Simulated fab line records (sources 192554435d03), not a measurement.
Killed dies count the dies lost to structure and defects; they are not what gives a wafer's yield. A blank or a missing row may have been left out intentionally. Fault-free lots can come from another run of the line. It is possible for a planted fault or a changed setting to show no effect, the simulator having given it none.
fab line records ; flow n5-finfet
[record] lots = 5; wafers = 14; last-day = 20
route steps=1938 shown STI_FIN_REVEAL@184 DUMMY_GATE@212 BEOL_M4@1111
lots with no fault: from the same line, run without faults
start-h: hours from the record's first day to the start of the lot's first wafer shown ; wait-h: how many hours have passed since the lot's step before this one ; " the same as in the row above ; L1.1+2: several wafers, shown together as one row ; - value missing, or start not given ; * or withheld: withheld ; < > ~ a bound
route shown NAME@n: names a module that has steps shown in the file, with the first one's number in the route ; usual: mean/standard deviation of fault-free wafers ; same: alike in all rows ; chamber/n: place in a boat ; sites: each site's reading ; _std_site: the values' standard deviation ; _edge_site: inner sites' mean taken away from outer sites' mean ; radius-mm: for every site, how far away it sits from the centre of the wafer ; mask NAME#n: copy n ; behind: the last tool/chamber to shape the wafer ; hold: reason for holding the lot/hours on hold/outcome of the hold ; device: transistor that didn't switch, given as n, p or np ; end of line: at the end of the route, the tests of the same wafers ; for a step that has no rows: nothing shown but its recipe ; killed: dies lost to structure and defects at the first sort, not the wafer's yield ; map: the dies of a wafer, with x for killed, . for not killed, _ for no die there
set.NAME: the setting as run; set.NAME@STEP: as run at that earlier step ; model.NAME: the simulator's own value behind a step, which no gauge read
certain route steps with their lots: each step a table, each wafer a row
services: when a tool's chamber went out of use (start-h, in hours from the record's first day, below 0 if earlier), for how many hours, and the reason
[[steps]]
[step N5_STI_FIN_REVEAL_ALD_14]
[recipe] material = Si3N4; target-thk-a = 30; temp-c = 400; ald-precursor-family = SiH2I2; ald-co-reactant = N2/H2-plasma; pressure-torr = 2
[step N5_STI_FIN_REVEAL_FCVD_FILL_01]
[recipe] material = SiO2_flowable; target-thk-a = 3120; temp-c = 100; pressure-torr = 0.8; rf-w = 2000; time-s = 512.2
[step N5_STI_FIN_REVEAL_DENSIFY_02]
[recipe] temp-c = 650; ambient = steam; time-s = 1800; idle-temp-c = 400; densification-p-h2o-torr = 640
[step N5_STI_FIN_REVEAL_CMP_04]
[recipe] stop-on = Si3N4; t-overpolish-s = 4; down-force-psi = 2; platen-rpm = 54.18; post-cmp-clean = alkaline-brush; pad-velocity-m-s = 1.078; target-thk-nm = 131.83
[step N5_STI_FIN_REVEAL_THK_MEAS_05]
[usual] thk-nm = 131.9/1.5
lot.wafer;tool;chamber;start-h;wait-h;thk-nm
L812.2;film-metro-01;-;57.50;-;131.8
L812.3;film-metro-01;-;57.50;-;131.1
L812.5;film-metro-01;-;57.50;-;130.5
L819.1;film-metro-01;-;106.15;-;132.0
L819.2;film-metro-01;-;106.15;-;131.9
L821.3;film-metro-01;-;113.56;-;132.7
L821.4;film-metro-01;-;113.56;-;135.2
L821.5;film-metro-01;-;113.56;-;131.8
L823.3;film-metro-01;-;124.65;-;130.9
L823.4;film-metro-01;-;124.65;-;131.7
L823.6;film-metro-01;-;124.65;-;130.3
L828.2;film-metro-02;-;154.48;-;132.0
L828.5;film-metro-02;-;154.48;-;134.8
L828.6;film-metro-02;-;154.48;-;134.7
[step N5_STI_FIN_REVEAL_DENSIFY_30]
[recipe] temp-c = *; time-s = *; ambient = N2; idle-temp-c = 600; ramp-up-c-per-s = 150; ramp-down-c-per-s = 60; cool-to-c = 600
[usual] lamp-power-pct = 11.53/0.05; lamp_zone_1_pct = 11.527/0.019; wafer_temp_C_max = *
lot.wafer;tool;chamber;start-h;wait-h;lamp-power-pct;lamp_zone_1_pct;wafer_temp_C_max
L812.2;rtp-anneal-01;0;57.56;0.1;11.53;11.507;*
L812.3;rtp-anneal-01;0;57.56;0.1;11.54;11.514;*
L812.5;rtp-anneal-01;0;57.56;0.1;11.44;11.514;*
L819.1;rtp-anneal-02;0;106.21;0.1;11.57;11.506;*
L819.2;rtp-anneal-02;0;106.21;0.1;11.54;11.514;*
L821.3;rtp-anneal-01;0;113.65;0.1;11.52;11.537;*
L821.4;rtp-anneal-01;0;113.65;0.1;11.56;11.521;*
L821.5;rtp-anneal-01;0;113.65;0.1;11.49;11.543;*
L823.3;rtp-anneal-01;0;124.74;0.1;11.46;11.518;*
L823.4;rtp-anneal-01;0;124.74;0.1;11.50;11.518;*
L823.6;rtp-anneal-01;0;124.74;0.1;11.56;11.539;*
L828.2;rtp-anneal-02;0;154.54;0.1;11.58;11.514;*
L828.5;rtp-anneal-02;0;154.54;0.1;11.55;11.496;*
L828.6;rtp-anneal-02;0;154.54;0.1;11.52;11.521;*
[step N5_STI_FIN_REVEAL_ETCHBACK_08]
[recipe] chemistry = C4F6/O2; target = SiO2; target-depth-a = 305; time-s = 10.167; ion-energy-ev = 250; pressure-mtorr = 30; source-w = 345; bias-w = 185; Ar_flow_sccm = 300; C4F6_flow_sccm = 10; O2_flow_sccm = 10
[step N5_STI_FIN_REVEAL_STRIP_24]
[recipe] chemistry = N2/H2; time-s = 90; power-w = 100; temp-c = 40; pressure-mtorr = 100; rf-frequency-hz = 6e+07; bias-power-w = 3; n2-flow-sccm = 300; h2-flow-sccm = 300
[usual] drypump-motor-current-A = 6.0/0.42; oes-product-au = 0.81/0.097; rf-vpp-V = 45.3/0.88; showerhead-plenum-p-Torr = 3.42/0.13; throttle-valve-pct = 12.1/0.31
lot.wafer;tool;chamber;start-h;wait-h;drypump-motor-current-A;oes-product-au;rf-hours-counter-h;rf-vpp-V;showerhead-plenum-p-Torr;throttle-valve-pct
L812.2;rie-diel-01;2;57.77;0.0;5.6;0.77;136;44.9;3.40;12.1
L812.3;rie-diel-01;0;57.77;0.0;6.2;0.88;37;47.0;3.62;12.2
L812.5;rie-diel-01;0;57.77;0.0;6.2;0.86;-;44.4;3.62;12.2
L819.1;rie-diel-04;1;106.48;0.0;6.3;0.97;12;45.6;3.48;12.2
L819.2;rie-diel-04;3;106.48;0.0;5.7;0.72;218;45.9;3.48;12.3
L821.3;rie-diel-05;0;113.87;0.0;5.7;0.86;34;46.0;3.55;11.7
L821.4;rie-diel-05;2;113.87;0.0;5.8;0.91;-;43.6;3.46;11.9
L821.5;rie-diel-05;0;113.87;0.0;5.7;0.85;-;46.0;3.55;11.7
L823.3;rie-diel-05;3;124.92;0.0;6.7;0.96;1;45.4;3.57;11.7
L823.4;rie-diel-05;3;124.92;0.0;6.7;0.97;-;46.5;3.57;11.7
L823.6;rie-diel-05;2;124.92;0.0;5.7;0.91;-;44.4;3.45;12.0
L828.2;rie-diel-05;0;154.83;0.0;5.7;0.82;50;44.1;3.54;11.7
L828.5;rie-diel-05;2;154.83;0.0;5.8;0.89;-;46.0;3.45;12.0
L828.6;rie-diel-05;3;154.83;0.0;6.7;0.92;-;46.1;3.56;11.7
[step N5_STI_FIN_REVEAL_PRECLEAN_25]
[recipe] chemistry = SPM; time-s = 90; temp-c = 120; mix = 4:1
[step N5_STI_FIN_REVEAL_PRECLEAN_26]
[recipe] chemistry = SC1; time-s = 45; temp-c = 46; mix = 1:2:100
[step N5_STI_FIN_REVEAL_PRECLEAN_29]
[recipe] chemistry = DHF; time-s = 30; temp-c = 25; dilution = 300:1
[step N5_STI_FIN_REVEAL_SRD_12]
[recipe] time-s = 30; temp-c = 23; rinse-liquid = diw; dry = ipa-marangoni
[step N5_STI_FIN_REVEAL_RECESS_09]
[recipe] chemistry = HF/NH3; target = SiO2; afs-cycles = 11; target-depth-a = 425; temp-c = 30; sublimation-temp-c = 180; sublimation-time-s = 60
[usual] drypump-motor-current-A = 5.7/0.43
[same] afs-cycles = 11
lot.wafer;tool;chamber;start-h;wait-h;drypump-motor-current-A
L812.2;vapor-etch-02;1;57.99;0.0;5.2
L812.3;vapor-etch-02;0;57.99;0.0;6.1
L812.5;vapor-etch-02;1;57.99;0.0;5.2
L819.1;vapor-etch-01;0;106.69;0.0;5.4
L819.2;vapor-etch-01;1;106.69;0.0;6.1
L821.3;vapor-etch-02;1;114.61;0.6;5.2
L821.4;vapor-etch-02;0;114.61;0.6;6.1
L821.5;vapor-etch-02;1;114.61;0.6;5.2
L823.3;vapor-etch-01;0;125.73;0.6;5.4
L823.4;vapor-etch-01;1;125.73;0.6;6.2
L823.6;vapor-etch-01;0;125.73;0.6;5.4
L828.2;vapor-etch-02;1;155.04;0.0;5.2
L828.5;vapor-etch-02;1;156.10;1.1;5.2
L828.6;vapor-etch-02;0;156.10;1.1;6.1
[step N5_STI_FIN_REVEAL_STRIP_16]
[recipe] chemistry = H3PO4; material = SiNx; temp-c = 165; target-depth-a = 238; overetch-fraction = 0.4964; dry = ipa-marangoni
[step N5_STI_FIN_REVEAL_PRECLEAN_17]
[recipe] chemistry = NF3:NH3; afs-cycles = 1; temp-c = 30; time-s = 20; sublimation-temp-c = 180; sublimation-time-s = 60; pressure-torr = 3; rf-power-w = 30
[step N5_STI_FIN_REVEAL_ETCH_34]
[recipe] chemistry = H2; mode = isotropic; material = Si; target = Si; target-depth-a = 9.7; temp-c = 20; pressure-mtorr = 4.5; icp-w = 300; bias-w = 0; h2-flow-sccm = 7.5; he-flow-sccm = 142.5
[step N5_STI_FIN_REVEAL_OXIDATION_31]
[recipe] chemistry = O2_PLASMA_REMOTE; temp-c = 150; time-s = 20; pressure-mtorr = 1000; source-power-w = 2000; o2-flow-sccm = 3000
[step N5_STI_FIN_REVEAL_PRECLEAN_32]
[recipe] chemistry = NF3:NH3; afs-cycles = 1; temp-c = 30; time-s = 20; sublimation-temp-c = 180; sublimation-time-s = 60; pressure-torr = 3; rf-power-w = 30
[step N5_STI_FIN_REVEAL_STRIP_35]
[recipe] chemistry = H3PO4; material = Si3N4; temp-c = 165; target-depth-a = 40; time-s = 39
[step N5_STI_FIN_REVEAL_SRD_21]
[recipe] dry = ipa-marangoni; time-s = 30; temp-c = 23; rinse-liquid = diw
[step N5_STI_FIN_REVEAL_OXIDATION_33]
[recipe] chemistry = O2_PLASMA_REMOTE; temp-c = 150; time-s = 20; pressure-mtorr = 1000; source-power-w = 2000; o2-flow-sccm = 3000
[usual] drypump-motor-current-A = 6.0/0.3; heater-power-w = 134/5.9
lot.wafer;tool;chamber;start-h;wait-h;drypump-motor-current-A;heater-power-w;rf-hours-counter-h
L812.2;plasma-asher-02;1;60.61;0.0;6.4;132;51
L812.3;plasma-asher-02;1;60.61;0.0;6.4;134;-
L812.5;plasma-asher-02;0;60.61;0.0;5.8;126;-
L819.1;plasma-asher-02;0;109.73;0.0;5.8;128;60
L819.2;plasma-asher-02;1;109.73;0.0;6.4;138;60
L821.3;plasma-asher-01;0;116.62;0.0;6.2;130;-
L821.4;plasma-asher-01;1;116.62;0.0;5.7;142;-
L821.5;plasma-asher-01;1;116.62;0.0;5.7;142;-
L823.3;plasma-asher-02;0;127.82;0.1;5.7;127;-
L823.4;plasma-asher-02;1;127.82;0.1;6.4;134;-
L823.6;plasma-asher-02;1;127.82;0.1;6.4;134;-
L828.2;plasma-asher-02;1;157.55;0.0;6.4;133;69
L828.5;plasma-asher-02;0;157.55;0.0;5.7;129;-
L828.6;plasma-asher-02;1;157.55;0.0;6.4;136;-
[step N5_STI_FIN_REVEAL_CLEAN_19]
[recipe] chemistry = O3/DIW; temp-c = 25; time-s = 120; o3-ppm = 10
[step N5_STI_FIN_REVEAL_SRD_23]
[recipe] dry = ipa-marangoni; time-s = 30; temp-c = 23; rinse-liquid = diw
[step N5_STI_FIN_REVEAL_CD_MEAS_22]
[recipe] target-cd-nm = 6.238; pitch-nm = 28; polarity = line
[usual] cd-nm = 6.35/0.29
lot.wafer;tool;chamber;start-h;wait-h;cd-nm
L812.2;cd-sem-02;-;60.78;0.0;6.47
L812.3;cd-sem-02;-;60.78;0.0;6.35
L812.5;cd-sem-02;-;60.78;0.0;6.21
L819.1;cd-sem-01;-;109.89;0.0;6.43
L819.2;cd-sem-01;-;109.89;0.0;6.50
L821.3;cd-sem-02;-;116.77;0.0;6.69
L821.4;cd-sem-02;-;116.77;0.0;6.15
L821.5;cd-sem-02;-;116.77;0.0;6.31
L823.3;cd-sem-03;-;128.02;0.0;6.36
L823.4;cd-sem-03;-;128.02;0.0;6.27
L823.6;cd-sem-03;-;128.02;0.0;6.04
L828.2;cd-sem-03;-;157.71;0.0;6.45
L828.5;cd-sem-03;-;157.71;0.0;6.34
L828.6;cd-sem-03;-;157.71;0.0;6.34
[step N5_STI_FIN_REVEAL_FIN_H_MEAS_10]
[usual] trench-depth-nm = 52.0/0.77
lot.wafer;tool;chamber;start-h;wait-h;trench-depth-nm
L812.2;ocd-01;-;60.81;0.0;51.7
L812.3;ocd-01;-;60.81;0.0;50.7
L812.5;ocd-01;-;60.81;0.0;51.0
L819.1;ocd-01;-;109.92;0.0;51.9
L819.2;ocd-01;-;109.92;0.0;53.7
L821.3;ocd-02;-;116.80;0.0;52.0
L821.4;ocd-02;-;116.80;0.0;51.8
L821.5;ocd-02;-;116.80;0.0;52.9
L823.3;ocd-01;-;128.05;0.0;56.1
L823.4;ocd-01;-;128.05;0.0;53.4
L823.6;ocd-01;-;128.05;0.0;55.2
L828.2;ocd-02;-;157.74;0.0;50.9
L828.5;ocd-02;-;157.74;0.0;50.6
L828.6;ocd-02;-;157.74;0.0;51.6
[step N5_STI_FIN_REVEAL_PRECLEAN_18]
[recipe] chemistry = SC2; time-s = 45; temp-c = 35; mix = 1:1:50
[step N5_STI_FIN_REVEAL_SRD_28]
[recipe] dry = ipa-marangoni; time-s = 30; temp-c = 23; rinse-liquid = diw
[step N5_STI_FIN_REVEAL_INSPECT_13]
[recipe] inspect-instrument = darkfield; mode = post-clean
[usual] raw-defect-count = 11/4.8
lot.wafer;tool;chamber;start-h;wait-h;raw-defect-count
L812.2;defect-inspect-02;-;60.89;0.0;5
L812.3;defect-inspect-02;-;60.89;0.0;11
L812.5;defect-inspect-02;-;60.89;0.0;5
L819.1;defect-inspect-02;-;110.01;0.0;9
L819.2;defect-inspect-02;-;110.01;0.0;9
L821.3;defect-inspect-02;-;116.89;0.0;4
L821.4;defect-inspect-02;-;116.89;0.0;7
L821.5;defect-inspect-02;-;116.89;0.0;8
L823.3;defect-inspect-01;-;128.13;0.0;10
L823.4;defect-inspect-01;-;128.13;0.0;10
L823.6;defect-inspect-01;-;128.13;0.0;8
L828.2;defect-inspect-01;-;157.83;0.0;6
L828.5;defect-inspect-01;-;157.83;0.0;7
L828.6;defect-inspect-01;-;157.83;0.0;15
[step N5_DUMMY_GATE_PRECLEAN_00]
[recipe] chemistry = O3/DIW; time-s = 60; temp-c = 22; o3-ppm = 10
[step N5_DUMMY_GATE_SRD_01]
[recipe] time-s = 30; temp-c = 23; rinse-liquid = diw; dry = ipa-marangoni
[step N5_DUMMY_GATE_ALD_02]
[recipe] material = SiO2; target-thk-a = 20; temp-c = 300; ald-precursor-family = BDEAS; ald-co-reactant = O2-plasma; pulse-time-s = 1; pressure-torr = 2
[usual] heater-power-w = 482/51; precursor-pulse-height-rel = 1.000/0.02
lot.wafer;tool;chamber;start-h;wait-h;heater-power-w;precursor-pulse-height-rel
L812.2;ald-sin-01;1;61.23;0.3;413;1.013
L812.3;ald-sin-01;2;61.23;0.3;614;0.995
L812.5;ald-sin-01;2;61.23;0.3;609;0.978
L819.1;ald-sin-04;3;110.10;0.0;461;1.024
L819.2;ald-sin-04;0;110.10;0.0;434;1.012
L821.3;ald-sin-01;1;116.98;0.0;407;1.006
L821.4;ald-sin-01;2;116.98;0.0;621;0.982
L821.5;ald-sin-01;0;116.98;0.0;527;1.014
L823.3;ald-sin-04;0;128.23;0.0;433;0.964
L823.4;ald-sin-04;2;128.23;0.0;525;1.033
L823.6;ald-sin-04;3;128.23;0.0;446;1.006
L828.2;ald-sin-04;0;158.19;0.3;423;1.017
L828.5;ald-sin-04;1;158.19;0.3;476;1.003
L828.6;ald-sin-04;2;158.19;0.3;523;0.995
[step N5_DUMMY_GATE_CVD_03]
[recipe] material = a-Si; target-thk-a = 1500; temp-c = 530; precursor = SiH4; time-s = 8042
[step N5_DUMMY_GATE_PRECLEAN_46]
[recipe] chemistry = DIW; time-s = 89.5; temp-c = 23
[step N5_DUMMY_GATE_SRD_47]
[recipe] dry-time-s = 32; dry = n2-spin; spin-rpm = 1500
[step N5_DUMMY_GATE_CMP_04]
[recipe] material = a-Si; post-cmp-clean = alkaline-brush
[usual] motor-current-A = 10.0/0.88; time-to-endpoint-s = 11.9/2.7
lot.wafer;tool;chamber;start-h;wait-h;motor-current-A;time-to-endpoint-s
L812.3;cmp-03;0;65.09;0.0;10.4;13.0
L812.2;cmp-03;2;65.09;0.0;10.0;15.3
L812.5;cmp-03;0;65.09;0.0;10.8;10.9
L819.1;cmp-02;0;113.96;0.0;8.9;15.3
L819.2;cmp-02;1;113.96;0.0;8.5;10.2
L821.4;cmp-03;3;121.90;0.1;10.6;6.7
L821.3;cmp-03;0;121.90;0.1;10.8;8.6
L821.5;cmp-03;3;121.90;0.1;10.4;10.3
L823.3;cmp-03;3;132.07;0.0;11.1;13.6
L823.4;cmp-03;2;132.07;0.0;9.6;9.0
L823.6;cmp-03;3;132.07;0.0;10.5;11.5
L828.2;cmp-04;3;163.91;0.1;10.4;11.7
L828.5;cmp-04;2;163.91;0.1;10.1;12.0
L828.6;cmp-04;3;163.91;0.1;10.4;11.5
[step N5_DUMMY_GATE_THK_MEAS_05]
[usual] thk-nm = 71.2/1.2
lot.wafer;tool;chamber;start-h;wait-h;thk-nm
L812.2;film-metro-02;-;65.33;0.1;71.5
L812.3;film-metro-02;-;65.33;0.1;71.4
L812.5;film-metro-02;-;65.33;0.1;70.5
L819.1;film-metro-01;-;114.20;0.2;73.0
L819.2;film-metro-01;-;114.20;0.2;70.5
L821.3;film-metro-02;-;122.11;0.2;70.2
L821.4;film-metro-02;-;122.11;0.2;71.8
L821.5;film-metro-02;-;122.11;0.2;70.7
L823.3;film-metro-02;-;132.31;0.2;70.9
L823.4;film-metro-02;-;132.31;0.2;70.3
L823.6;film-metro-02;-;132.31;0.2;70.6
L828.2;film-metro-02;-;164.13;0.2;72.5
L828.5;film-metro-02;-;164.13;0.2;72.3
L828.6;film-metro-02;-;164.13;0.2;71.9
[step N5_DUMMY_GATE_HM_DEP_06]
[recipe] material = SiNx; target-thk-a = 800; precursor = DCS/NH3; temp-c = 700; pressure-mtorr = 300; time-s = 5141
[step N5_DUMMY_GATE_PECVD_30]
[recipe] material = SiO2; target-thk-a = 550; temp-c = 400; precursor = TEOS/O2; pressure-torr = 6.5; rf-w = withheld; teos-flow-sccm = withheld; gas = O2; flow-sccm = 2650; time-s = 10.8
[step N5_DUMMY_GATE_COAT_34]
[recipe] resist = SOC; temp-c = 250; time-s = 60; spin-rpm = 1500; resist-thk-nm = 60
[step N5_DUMMY_GATE_COAT_35]
[recipe] resist = SiARC; temp-c = 220; time-s = 60; spin-rpm = 1500; resist-thk-nm = 10
[step N5_DUMMY_GATE_COAT_28]
[recipe] resist = underlayer; temp-c = 205; time-s = 60; spin-rpm = 1500; resist-thk-nm = 10
[step N5_DUMMY_GATE_COAT_09]
[recipe] resist = CAR-EUV; spin-rpm = 1500; resist-thk-nm = 30
[step N5_BEOL_M4_RC_MEAS_101]
[usual] DIBL_N = 37.7/2; DIBL_P = 37.7/2.3; IOFF_N = 0.18/0.039; IOFF_P = 0.23/0.042; ION_N = 681/12; ION_P = 463/8; SS_N = 71.9/0.68; SS_P = 73.6/0.71; VT_N = 248/3.2; VT_P = -249/3.1
lot.wafer;tool;chamber;start-h;wait-h;DIBL_N[mV/V];DIBL_P[mV/V];IOFF_N[nA/um];IOFF_P[nA/um];ION_N[uA/um];ION_P[uA/um];SS_N[mV/dec];SS_P[mV/dec];VT_N[mV];VT_P[mV]
L812.2;prober-01;0;278.43;0.2;39.1;38.4;0.20;0.20;686;459;72.3;73.3;247;-253
L812.3;prober-01;0;278.43;0.2;39.3;38.7;0.19;0.21;665;449;71.8;73.6;253;-253
L812.5;prober-01;0;278.43;0.2;40.6;40.4;0.23;0.25;680;455;72.3;73.5;247;-251
L819.1;prober-01;0;317.17;0.0;39.6;39.1;0.22;0.26;696;469;72.3;73.6;241;-246
L819.2;prober-01;0;317.17;0.0;39.3;39.7;0.19;0.27;701;477;71.6;73.5;246;-249
L823.3;prober-01;0;345.19;0.3;36.9;36.1;0.16;0.22;723;497;71.7;73.0;250;-250
L823.4;prober-01;0;345.19;0.3;35.9;34.4;0.13;0.18;675;466;71.2;72.1;249;-254
L823.6;prober-01;0;345.19;0.3;37.8;36.9;0.16;0.22;702;486;71.8;74.0;248;-251
L821.3;prober-01;0;353.74;0.3;38.3;39.9;0.20;0.27;686;470;71.7;74.0;247;-245
L821.4;prober-01;0;353.74;0.3;36.3;36.5;0.15;0.20;675;457;71.1;73.2;255;-250
L821.5;prober-01;0;353.74;0.3;39.0;39.5;0.20;0.25;683;468;71.8;74.2;247;-251
L828.2;prober-01;0;385.83;0.2;37.6;39.6;0.18;0.20;680;455;72.9;73.5;246;-252
L828.5;prober-01;0;385.83;0.2;37.9;40.1;0.19;0.23;671;456;71.9;73.6;248;-251
L828.6;prober-01;0;385.83;0.2;34.7;35.6;0.13;0.16;676;458;71.4;72.9;249;-257
[[services]]
tool;chamber;start-h;hours;kind
cmp-04;-;33.98;1.3;repair
rtp-anneal-02;-;40.59;5.3;pm
cmp-04;-;52.57;0.3;repair
cmp-02;-;55.17;4.0;repair
ald-sin-04;-;55.95;1.2;repair
cmp-03;-;76.60;0.5;repair
ald-sin-01;-;79.38;14.6;pm
cmp-04;-;81.26;1.1;repair
cmp-03;-;88.23;0.9;repair
rie-diel-05;3;89.42;-;clean
rie-diel-05;3;89.42;-;consumable-replace:focus-ring
rie-diel-05;3;89.42;-;consumable-replace:showerhead
rie-diel-05;3;89.42;32.7;scheduled-down
rie-diel-05;3;89.42;32.7;vent-cycle
rie-diel-05;-;89.99;15.6;pm
cmp-04;-;100.03;1.7;repair
cmp-02;-;103.30;2.3;repair
rie-diel-01;-;109.73;14.6;pm
cmp-02;-;120.99;10.9;pm
rie-diel-05;1;122.16;-;clean
cmp-04;-;123.80;2.2;repair
cmp-02;-;131.94;9.5;pm
cmp-04;-;137.82;14.5;pm
cmp-02;-;156.03;8.3;repair
[[key]]
[first-sign] step = N5_STI_FIN_REVEAL_FIN_H_MEAS_10; reading = trench-depth-nm; direction = up; sigmas = 4.7; usual = 52.0; struck = 55.7
[effect] step = N5_BEOL_M4_RC_MEAS_101; reading = ION_P; direction = up; sigmas = 3.5; usual = 463; struck = 491
[effect] step = N5_BEOL_M4_RC_MEAS_101; reading = ION_N; direction = up; sigmas = 2.6; usual = 681; struck = 713
met-at N5_STI_FIN_REVEAL_RECESS_09
struck-wafers L823.3,L823.6
onset-between 106.69 125.73
[fault] kind = process-parameter-drift; tool = vapor-etch-01; chamber = -; onset-h = 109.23; steps = N5_STI_FIN_REVEAL_RECESS_09; channel = target-depth-a; offset = 27.578; shape = step; end-h = 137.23; scope = struck-wafers-only; acts-in = these-recipes-only; stated = 425
